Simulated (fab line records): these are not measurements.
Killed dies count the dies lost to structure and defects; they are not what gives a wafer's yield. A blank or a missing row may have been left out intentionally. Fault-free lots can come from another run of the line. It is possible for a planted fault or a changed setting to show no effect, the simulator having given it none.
A struck lot beside a sound one :: flow nand_harc :: 18 out of 1302 route steps
Sound: the wafers L902.3, L902.4, L902.5. Wafers struck: L892.2, L892.4, L892.6. Last of all comes the cause.
For every step that has rows: the tool of each side, followed by ch and its chambers, followed by its first start. Under that, the readings that differ: sound wafers :: struck wafers :: difference of the means :: sigmas: that difference in standard deviations of wafers without a fault.
alike: readings with means less than 2 such deviations apart, plus words and numbers identical on both sides. not compared: withheld readings, readings lacking a value on some wafer, bounds such as >300 that could conceal the same value, and numbers that have no deviation in the record and whose values overlap.
A row with sigmas, a row that says differs or no value, or rows on one side alone: a step with any of these is where the two part. When numbers do not overlap yet have no deviation, they are printed without sigmas and do not part them. A reading that every wafer of one side lacks parts them only if that side has two wafers or more.

NHARC_P_GATE_CD_MEAS_46: target cd 720 nm.
  sound on cd_sem-01 ch 0, day 10 10:57; struck on cd_sem-02 ch 0, day 6 13:53
  alike: cd_nm
then, 1 step without rows for these wafers: NHARC_P_GATE_HARDBAKE_47 (time 80 s).
NHARC_P_GATE_DESCUM_48: chemistry O2, time 3 s.
  sound on rie_diel-08 ch 0,2,3, day 10 11:07; struck on rie_diel-01 ch 0,1,3, day 6 14:03
  alike: drypump_motor_current_A, oes_product_au, rf_vpp_V, showerhead_plenum_p_Torr, throttle_valve_pct
  not compared: rf_hours_counter_h
following that, these wafers have no rows for 1 step: NHARC_P_GATE_IMPLANT_49.
NHARC_P_GATE_STRIP_111: strips in N2/H2, time 250 s.
  sound on plasma_asher-01 ch 0,1, day 10 11:35; struck on plasma_asher-02 ch 0,1, day 6 14:25
  alike: drypump_motor_current_A, heater_power_w, rf_refl_power_W
  not compared: rf_hours_counter_h
NHARC_P_GATE_STRIP_75: strips in O2.
  sound on plasma_asher-01 ch 0,1, day 10 11:48; struck on plasma_asher-02 ch 0,1, day 6 14:43
  alike: drypump_motor_current_A, heater_power_w, rf_refl_power_W
  not compared: rf_hours_counter_h
then, 6 steps without rows for these wafers: NHARC_P_GATE_STRIP_50 (strips in SPM, time 900 s); NHARC_P_GATE_DEHYDRATE_51 (time 120 s); NHARC_P_GATE_HMDS_52 (time 30 s); NHARC_P_GATE_COAT_53; NHARC_P_GATE_SOFTBAKE_54 (time 95 s); NHARC_P_GATE_EBR_55.
NHARC_P_GATE_EXPOSE_56: exposes mask P PSD, target cd 720 nm.
  sound on krf_scanner-03 ch 0, day 10 12:27; struck on krf_scanner-03 ch 0, day 6 15:31
reading: mask
sound: P_PSD#0 P_PSD#0 P_PSD#0
struck: P_PSD_R1#0 P_PSD_R1#0 P_PSD_R1#0
difference: differs
sigmas: 
then, 2 steps without rows for these wafers: NHARC_P_GATE_PEB_57 (peb time 85 s); NHARC_P_GATE_DEVELOP_58 (time 70 s).
NHARC_P_GATE_CD_MEAS_59: target cd 720 nm.
  sound on cd_sem-01 ch 0, day 10 12:36; struck on cd_sem-02 ch 0, day 6 15:40
reading: cd_nm (nm)
sound: 721.2 721.1 718.6
struck: 763.7 763.8 760.2
difference: +42.3
sigmas: +18
then, 2 steps without rows for these wafers: NHARC_P_GATE_HARDBAKE_60 (time 80 s); NHARC_END_SORT_01.

WHERE THEY PART
First at NHARC_P_GATE_EXPOSE_56; last, within this record, at NHARC_P_GATE_CD_MEAS_59.

WHY: the cause the simulator had injected
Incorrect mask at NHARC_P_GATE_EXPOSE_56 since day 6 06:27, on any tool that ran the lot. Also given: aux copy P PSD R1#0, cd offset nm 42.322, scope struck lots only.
